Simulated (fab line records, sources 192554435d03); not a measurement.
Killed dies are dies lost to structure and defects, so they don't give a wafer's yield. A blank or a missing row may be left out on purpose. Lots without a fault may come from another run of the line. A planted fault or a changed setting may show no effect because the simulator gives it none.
fab line records | flow n5_finfet
record lots=3 wafers=9 last_day=16
route steps=1938 shown BEOL_M4@1099 BEOL_M5@1112 BEOL_M15@1808 PASSIVATION@1936
lots that met no fault: from a run of the same line without faults
start_h: hours from the record's first day to the start of the lot's first wafer shown | wait_h: hours since the lot's step before | " the same as in the row above | L1.1+2: a row that stands for several wafers | - no value, or no start given | * or withheld: withheld | < > ~ a bound
route shown NAME@n: a module of which the file shows steps, and the number in the route of the first | usual: mean/standard deviation of fault-free wafers | same: alike in all rows | chamber/n: place in a boat | sites: the reading at each site | _std_site: their standard deviation | _edge_site: outer sites' mean less inner sites' | radius_mm: how far each site lies from the wafer's centre | mask NAME#n: copy n | behind: the tool/chamber that last shaped the wafer | hold: why the lot was held/for how many hours/how that ended | device: the transistor (n, p or np) that didn't switch | end of line: the same wafers' tests at the end of the route | a step without rows: its recipe alone | killed: dies lost to structure and defects at the first sort, not the wafer's yield | map: a wafer's dies, x killed, . not, _ none there
set.NAME: the setting as run; set.NAME@STEP: as run at that earlier step | model.NAME: the simulator's own value behind a step, which no gauge read
lots at some steps of the route; a table a step, a row a wafer
services: from which hour (start_h, from the record's first day; less than 0 if before it) a tool's chamber was out of use, for how many hours, and why
## steps
# step N5_BEOL_M4_ANNEAL_95
# recipe temp_c=400 time_s=240 ambient=vacuum
# step N5_BEOL_M4_SPUTTER_96
# recipe material=Cu target_thk_a=45 temp_c=-20 chamber_pressure_pa=0.07 power_w=withheld time_s=8.29
# step N5_BEOL_M4_ECD_50
# recipe material=Cu target_thk_a=3000
# step N5_BEOL_M4_ANNEAL_51
# recipe temp_c=225 time_s=90 ambient=N2
# step N5_BEOL_M4_CMP_52
# recipe stop_on=SiOC t_overpolish_s=6.8 down_force_psi=1 platen_rpm=50 clearing_platen_down_force_psi=1.5 clearing_platen_rpm=50 post_cmp_clean=cu_alkaline target_thk_nm=40 clearing_platen_pad_velocity_m_s=0.99484 pad_velocity_m_s=0.99484
# step N5_BEOL_M4_PRE_CLEAN_60
# recipe gas=NH3/H2 time_s=15 temp_c=* rf_power_w=300
# step N5_BEOL_M4_CO_CAP_55
# recipe material=Co target_thk_a=20 temp_c=200 precursor=CCTBA/H2 pressure_torr=30 time_s=102.1
# step N5_BEOL_M4_PRE_CLEAN_56
# recipe gas=NH3 time_s=15 temp_c=withheld rf_power_w=300
# step N5_BEOL_M4_DEP_57
# recipe material=SiCN target_thk_a=80 temp_c=withheld precursor=3MS/NH3 pressure_torr=3 rf_w=202 time_s=14
# step N5_BEOL_M4_RC_MEAS_101
# usual DIBL_N=35.3/2.5 DIBL_P=35/3.3 IOFF_N=0.15/0.049 IOFF_P=0.20/0.056 ION_N=673/16 ION_P=462/10 SS_N=71.2/0.85 SS_P=73.0/0.97 VT_N=252/4.9 VT_P=-251/5
# columns lot.wafer tool chamber start_h wait_h DIBL_N[mV/V] DIBL_P[mV/V] IOFF_N[nA/um] IOFF_P[nA/um] ION_N[uA/um] ION_P[uA/um] SS_N[mV/dec] SS_P[mV/dec] VT_N[mV] VT_P[mV]
L793.4 prober-02 0 199.38 0.5 37.2 38 0.17 0.21 678 462 71.8 74.5 248 -251
L793.5 " 0 " " 31.6 31 0.09 0.12 647 442 69.5 71.5 258 -258
L793.6 " 0 " " 35.6 36 0.13 0.18 661 454 71.3 73.2 252 -252
L797.1 prober-01 0 237.08 0.0 33.0 32 0.10 0.15 654 456 70.4 72.4 258 -254
L797.5 " 0 " " 34.3 34 0.14 0.20 669 463 71.0 72.7 252 -251
L797.6 " 0 " " 34.1 34 0.12 0.18 671 466 70.9 72.4 253 -252
L804.4 prober-02 0 273.86 0.5 37.1 37 0.19 0.25 704 472 71.4 73.5 244 -248
L804.5 " 0 " " 37.2 37 0.18 0.24 686 464 71.6 74.3 246 -249
L804.6 " 0 " " 33.3 33 0.11 0.20 670 463 70.8 72.5 254 -249
# step N5_BEOL_M5_ILD_DEP_00
# recipe material=SiCOH_lowk target_thk_a=1406.4 temp_c=300 precursor=DEMS/porogen pressure_torr=5 rf_w=500 time_s=25.9
# step N5_BEOL_M5_CURE_79
# recipe temp_c=385 time_s=240 ambient=He/Ar material=SiCOH_lowk
# step N5_BEOL_M5_PECVD_70
# recipe material=SiO2 target_thk_a=160 temp_c=400 precursor=TEOS/O2 pressure_torr=5.5 rf_w=450 teos_flow_sccm=53.8 gas=O2 flow_sccm=3000 time_s=18
# step N5_BEOL_M5_HM_DEP_02
# recipe material=TiN target_thk_a=200 temp_c=25 chamber_pressure_pa=0.49996
# step N5_BEOL_M5_COAT_59
# recipe resist=SOC temp_c=250 time_s=60 spin_rpm=1500 resist_thk_nm=60
# step N5_BEOL_M5_COAT_60
# recipe resist=SiARC temp_c=220 time_s=60 spin_rpm=1500 resist_thk_nm=12
# step N5_BEOL_M5_COAT_71
# recipe resist=underlayer temp_c=205 time_s=60 spin_rpm=1500 resist_thk_nm=5
# step N5_BEOL_M5_COAT_05
# recipe resist=CAR-EUV spin_rpm=1500 resist_thk_nm=30
# step N5_BEOL_M5_EBR_07
# recipe solvent=PGMEA ebr_width_mm=1.5
# step N5_BEOL_M5_SOFTBAKE_06
# recipe temp_c=110 time_s=60 resist=CAR-EUV
# step N5_BEOL_M5_EXPOSE_08
# recipe mask_id=M5 na=0.33 source_shape=annular sigma_inner=0.4 sigma_outer=0.8 polarization=unpolarized target_cd_nm=28 dose_mj=35.75
# step N5_BEOL_M5_PEB_09
# recipe peb_temp_c=100 peb_time_s=60 resist=CAR-EUV
# step N5_BEOL_M5_DEVELOP_10
# recipe develop_time_s=30 developer=TMAH resist=CAR-EUV rinse_liquid=surfactant_rinse dry=air_spin dev_temp_c=23
# step N5_BEOL_M5_DESCUM_16
# recipe chemistry=O2 time_s=7 source_power_w=50 bias_power_w=20 pressure_mtorr=20 rf_frequency_hz=2.712e+07 temp_c=40 resist=CAR-EUV o2_flow_sccm=225
# step N5_BEOL_M5_ETCH_72
# recipe chemistry=N2/H2 target=underlayer target_depth_a=65 mask_material=CAR-EUV time_s=5.2 ion_energy_ev=200 pressure_mtorr=30 source_w=840 bias_w=150 n2_flow_sccm=200 h2_flow_sccm=200 ends=cleared
# step N5_BEOL_M5_ETCH_61
# recipe chemistry=CF4 target=SiARC target_depth_a=156 mask_material=CAR-EUV time_s=26 ion_energy_ev=80 pressure_mtorr=40 source_w=545 bias_w=36 Ar_flow_sccm=100 cf4_flow_sccm=100 ends=cleared
# step N5_BEOL_M5_ETCH_62
# recipe chemistry=N2/H2 target=SOC target_depth_a=750 overetch_a=150 mask_material=SiARC temp_c=40 time_s=112.5 ion_energy_ev=200 pressure_mtorr=30 source_w=840 bias_w=150 n2_flow_sccm=200 h2_flow_sccm=200
# step N5_BEOL_M5_STRIP_63
# recipe chemistry=N2/H2 temp_c=40 n2_flow_sccm=200 h2_flow_sccm=200 rf_frequency_hz=6e+07
# step N5_BEOL_M5_STRIP_73
# recipe chemistry=N2/H2 temp_c=40 n2_flow_sccm=200 h2_flow_sccm=200 rf_frequency_hz=6e+07
# step N5_BEOL_M5_STRIP_64
# recipe chemistry=CF4 resist=SiARC power_w=300 bias_power_w=75 pressure_mtorr=50 cf4_flow_sccm=150 rf_frequency_hz=6e+07
# step N5_BEOL_M5_HM_OPEN_17
# recipe chemistry=Cl2/BCl3 target_depth_a=200 overetch_a=60 target=TiN mask_material=SOC ion_energy_ev=150 pressure_mtorr=10 icp_w=1000 bias_w=126 Cl2_flow_sccm=53.25 bcl3_flow_sccm=21.75 Ar_flow_sccm=25
# step N5_BEOL_M5_STRIP_19
# recipe chemistry=O2 power_w=400 temp_c=40 pressure_mtorr=30 rf_frequency_hz=6e+07 bias_power_w=0 overash_fraction=0.2 o2_flow_sccm=225
# step N5_BEOL_M5_COAT_65
# recipe resist=SOC temp_c=250 time_s=60 spin_rpm=1500 resist_thk_nm=60
# step N5_BEOL_M5_COAT_66
# recipe resist=SiARC temp_c=220 time_s=60 spin_rpm=1500 resist_thk_nm=12
# step N5_BEOL_M15_ETCH_61
# recipe chemistry=N2/H2 target=BARC target_depth_a=890 overetch_a=267 time_s=67.9 ion_energy_ev=200 pressure_mtorr=30 source_w=840 bias_w=150 n2_flow_sccm=200 h2_flow_sccm=200
# usual drypump_motor_current_A=5.6/0.42 n2_flow_sccm=200.0/0.6 oes_product_au=0.66/0.072 rf_vpp_V=523.1/2.3 showerhead_plenum_p_Torr=2.52/0.085 throttle_valve_pct=17.99/0.26
# columns lot.wafer tool chamber start_h wait_h drypump_motor_current_A n2_flow_sccm oes_product_au rf_hours_counter_h rf_vpp_V showerhead_plenum_p_Torr throttle_valve_pct model.coat_of_BEOL_M15_COAT_22.thk_nm model.etch.depth_nm
L793.4 rie_diel-03 1 283.34 0.0 5.1 200.2 0.81 6 523.4 2.51 18.06 716.8 88.95
L793.5 " 0 " " 5.4 200.4 0.61 - 524.6 2.64 18.34 722 88.93
L793.6 " 3 " " 5.2 200.6 0.62 - 521.1 2.42 18.05 723.6 88.83
L797.1 rie_diel-03 3 319.94 0.0 5.2 200.5 0.59 196 519.5 2.41 18.03 735.4 80.57
L797.5 " 0 " " 5.4 199.0 0.61 - 525.7 2.64 18.36 719.8 89.22
L797.6 " 1 " " 5.1 200.0 0.78 - 522.0 2.50 18.08 714.4 88.97
L804.4 rie_diel-01 1 356.91 0.0 5.3 199.6 0.61 - 519.9 2.41 18.23 712.2 88.96
L804.5 " 2 " " 6.1 199.7 0.60 - 525.5 2.62 17.73 719.8 88.91
L804.6 " 0 " " 6.4 200.1 0.60 - 521.5 2.49 17.71 717.8 88.82
# step N5_BEOL_M15_TRENCH_ETCH_34
# recipe chemistry=C4F8/O2/Ar target=SiO2 target_depth_a=8729.3 he_inner_torr=15 he_outer_torr=30 time_s=199 ion_energy_ev=800 pressure_mtorr=20 source_w=1905 bias_w=2040 Ar_flow_sccm=400 C4F8_flow_sccm=16 O2_flow_sccm=12
# usual drypump_motor_current_A=5.6/0.41 he_inner_torr=15.00/0.031 oes_ar_750_au=0.77/0.084 oes_o_777_au=0.77/0.079 oes_product_au=0.77/0.094 rf_vpp_V=2221/45 showerhead_plenum_p_Torr=3.40/0.1 throttle_valve_pct=30.9/0.31
# columns lot.wafer tool chamber start_h wait_h drypump_motor_current_A he_inner_torr oes_ar_750_au oes_o_777_au oes_product_au rf_hours_counter_h rf_vpp_V showerhead_plenum_p_Torr throttle_valve_pct model.coat_of_BEOL_M15_COAT_22.thk_nm
L793.4 rie_diel-03 1 283.39 0.0 5.1 14.93 0.94 0.90 0.95 6 2193 3.38 31.2 542.8
L793.5 " 0 " " 5.4 15.00 0.71 0.73 0.72 - 2246 3.52 31.0 546.4
L793.6 " 3 " " 5.2 14.99 0.72 0.72 0.72 - 2134 3.29 31.1 555
L797.1 rie_diel-03 3 320.00 0.0 5.2 14.98 0.71 0.71 0.48 196 2132 3.28 30.7 566.8
L797.5 " 0 " " 5.4 15.06 0.70 0.72 0.71 - 2248 3.51 31.0 544.4
L797.6 " 1 " " 5.1 14.95 0.91 0.87 0.94 - 2192 3.38 31.2 538
L804.4 rie_diel-01 1 357.02 0.1 5.3 15.01 0.71 0.69 0.71 - 2296 3.25 31.0 546.2
L804.5 " 2 " " 6.1 15.01 0.70 0.73 0.69 - 2224 3.51 30.3 547.2
L804.6 " 0 " " 6.4 15.00 0.72 0.74 0.69 - 2274 3.37 30.5 543.4
# step N5_BEOL_M15_THK_MEAS_50
# recipe thk_meas_gauge=xrf reads=Cu_of_BEOL_M15_ECD_47
# usual M15_THK=846/22
# columns lot.wafer tool chamber start_h wait_h M15_THK[nm]
L793.4 film_metro-02 - 286.93 - 872
L793.5 " - " " 844
L793.6 " - " " 820
L797.1 film_metro-01 - 324.59 - -
L797.5 " - " " 849
L797.6 " - " " 898
L804.4 film_metro-02 - 361.80 - 831
L804.5 " - " " 810
L804.6 " - " " 826
# step N5_BEOL_M15_RS_MEAS_54
# recipe thk_meas_gauge=four-point-probe reads=Cu_of_BEOL_M15_ECD_47+Ta_of_BEOL_M15_SPUTTER_44+TaN_of_BEOL_M15_SPUTTER_43
# usual M15_RS=0.0218/0.00055
# columns lot.wafer tool chamber start_h wait_h M15_RS[ohm/sq]
L793.4 film_metro-01 - 287.06 0.0 0.0211
L793.5 " - " " 0.0219
L793.6 " - " " 0.0225
L797.1 film_metro-02 - 324.72 0.0 -
L797.5 " - " " 0.0219
L797.6 " - " " 0.0208
L804.4 film_metro-02 - 361.93 0.0 0.0219
L804.5 " - " " 0.0224
L804.6 " - " " 0.0221
# step N5_PASSIVATION_PROBE_49
# usual defect_limited_yield=91.3/1.4 killed_at_M0_to_M3=33/9.9 killed_at_M4_up=15/5.6 killed_at_contacts=13/5.7 killed_at_front_end=38/12 killed_at_other=4/3.1 killed_dies=103/17 killed_on_rim=13/4 killed_open=66/13 killed_short=32/7.8 sort_bin_5_function=5.1/0.95 sort_bin_6_memory=3.2/0.68 sort_bin_8_speed=0.02/0.22 sort_n_pass=1077/17 sort_yield_pct=91.3/1.5
# same gross_dies=1180 killed_at_back_side=0 sort_bin_4_leakage[%]=0
# columns lot.wafer tool chamber start_h wait_h defect_limited_yield[%] killed_at_M0_to_M3 killed_at_M4_up killed_at_contacts killed_at_front_end killed_at_other killed_dies killed_on_rim killed_open killed_short sort_bin_5_function[%] sort_bin_6_memory[%] sort_bin_8_speed[%] sort_n_pass sort_yield_pct[%]
L797.1 prober-01 - 340.32 0.0 49.3 49 497 7 42 3 598 52 60 51 46.7 3.5 0 582 49.3
L797.5 prober-01 - 340.52 0.2 93.3 32 16 11 18 2 79 12 51 24 3.6 2.9 0 1101 93.3
L797.6 prober-01 - 340.57 0.3 91.6 37 26 11 24 1 99 12 70 24 5.3 2.9 0 1081 91.6
# killed by level:class
L797.1 BEOL_M15:area_etch=483 BEOL_M3:geometric_particle:open=10 FIN_SAQP:geometric_particle:short=9 BEOL_M2:geometric_particle:open=9 BEOL_M0_SAQP:geometric_particle:short=6 STI_FIN_REVEAL:geometric_particle:open=5 BEOL_M0_SAQP:geometric_particle:open=5 BEOL_M1:geometric_particle:open=5
L797.5 MOL_CONTACT_COAG:geometric_particle:open=10 STI_FIN_REVEAL:geometric_particle:open=9 BEOL_M0_SAQP:geometric_particle:short=9 BEOL_M0_SAQP:geometric_particle:open=6 BEOL_M4:geometric_particle:open=4 BEOL_M5:geometric_particle:open=4 FIN_SAQP:geometric_particle:short=3 BEOL_M0:geometric_particle:open=3
L797.6 BEOL_M4:geometric_particle:open=12 STI_FIN_REVEAL:geometric_particle:open=10 MOL_CONTACT_COAG:geometric_particle:open=9 BEOL_M3:geometric_particle:open=9 BEOL_M0_SAQP:geometric_particle:short=6 BEOL_M2:geometric_particle:open=6 BEOL_M5:geometric_particle:open=5 FIN_SAQP:geometric_particle:open=4
# map L797.1 (x killed, . not)
_________________xxxxx.xx....________________
______________..xx.xxx...x......_____________
___________......xxx.xxx...........__________
__________.x.........xxxxx.........._________
________....xx....x..xxxxx.x....x....._______
_______.........xxxxxxxxx......x...x...______
______x...x...x...xxx.x.xxx.x..........._____
_____x.....xxxx..xxx..x.x...x.x......x...____
____.x......x.....x..x..xx.xx..x.x......xx___
___..xxx..x..x....xxxx.x..xx.xxxx...x.x....__
___..xx........x..x..xxxxx..xxxxxxxxxx..x..__
__x.xxx..x..........xxxx.xx.xxxxx...xxxxxx.._
__x.xxx..xxx..........x.xxxx.xxxxxx.xxx..x.x_
_.x...x.xx............x.xxxxxxxxxx.xxxxxxx.x.
_..xx.xxxxx.xx......xx.xxx.xxxxxxxxxxxxxxxx.x
_.x..xxxxxxxx.x.x...xxxxxxxxxx.x..x..xxxxx.x.
_..xx.xxxxxxxxxxxx....xxxxxxx.x.x...xxxxxxxxx
_.x..xxxxxx.xxxxxxx.x.x..xxxxxxx...xx.xxxxxxx
_....xxxxxxxxxxxxx.xxxxxxxxxx.x......xxxxxxx.
_...xx.x.xxx.xxxxxxx.xxxxxxxxx.xx.x.xxxxxxx..
_x.x...xxxxx.xx..xxx.xxx.xx.xxx.x...x..x.xxxx
__...xxxxxxxx.xx...x..x.xx...xx.x...xxxxx.x._
__...x.xxxxx.xxxx.x.x....xxx..xxx.x....xx..x_
___x.xxxxxxxx.xxx..xx..x.xxxxx.x...........__
___xx.xxxxxxxxxx.......x.xxxxxx......x.....__
____x.xxxxxxxxxx.x...x.x.xxxx.........x...___
_____xxxxxxxxxxx..........xx.xxx.x....x..____
______xxxxxxxxxx.x....x.x...xx.x........_____
_______xxxxxxxxxxxx.x.x....xx..........______
________xxxxxxxxxxx...x..............._______
__________xx..x.x.xx.xx.x..........._________
___________........xxxx....x.......__________
______________.x...xxxxx.......x_____________
_________________.xxxxxxxx...________________
# map L793.5 (x killed, . not)
_________________....x.......________________
______________.............x...._____________
___________........x.x.............__________
__________...........x....x..x....x._________
________.......xx...........x....x...._______
_______.......x...........x............______
______......xx...x..x..x................_____
_____x.xx.........x....xx.x......xx......____
____..x.............x....x.x............x.___
___...x................x...................__
___.....x.........x............x...........__
__.xx......................................._
__...x......................................_
_......x...............xx.x.x................
_....................x.......................
_..x.x........x......x........x.x............
_..........xx.......x..........xx......x.x...
_...xx...........x.xx..........xx.....xx....x
_x..xx..x.x........x........x..............x.
_.x..............................x...........
_.x..........xx..........x........x......x...
__.x..................................x....._
__x.......xx..............x................._
___........x.................x..........xx.__
___....x..................x....x.......xx..__
____........................x.x.......x...___
_____......x....x..............x.........____
______...................x...........x.._____
_______......x...x...x.................______
________.......................x.....x_______
__________...........x...........x.x_________
___________...x.x.......x........x.__________
______________x..x.............._____________
_________________..x.........________________
## services
# columns tool chamber start_h hours kind
rie_diel-03 2 315.58 9.5 repair
rie_diel-01 3 344.62 - clean
rie_diel-01 3 344.62 - consumable_replace:focus_ring
rie_diel-01 3 344.62 - consumable_replace:showerhead
rie_diel-01 3 344.62 16.0 scheduled_down
rie_diel-01 3 344.62 16.0 vent_cycle
rie_diel-01 - 347.50 0.1 repair
## key
first_sign step=N5_BEOL_M15_TRENCH_ETCH_34 reading=oes_product_au direction=down sigmas=3.1 usual=0.77 struck=0.48
effect step=N5_BEOL_M15_THK_MEAS_50 reading=M15_THK direction=missing
effect step=N5_BEOL_M15_RS_MEAS_54 reading=M15_RS direction=missing
effect step=N5_PASSIVATION_PROBE_49 reading=killed_at_M4_up direction=up sigmas=86 usual=15 struck=497
model_effect step=N5_BEOL_M15_ETCH_61 value=coat_of_BEOL_M15_COAT_22.thk_nm without=720.2 struck=735.4
model_effect step=N5_BEOL_M15_TRENCH_ETCH_34 value=coat_of_BEOL_M15_COAT_22.thk_nm without=551.6 struck=566.8
more_kills_born_at N5_BEOL_M15_ETCH_61@rie_diel-03=483
met_at N5_BEOL_M15_ETCH_61
struck_wafers L797.1
onset_between 283.34 319.94
fault kind=process_parameter_drift tool=rie_diel-03 chamber=- onset_h=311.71 steps=N5_BEOL_M15_ETCH_61 channel=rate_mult offset=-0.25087 shape=step end_h=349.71 scope=struck_wafers_only
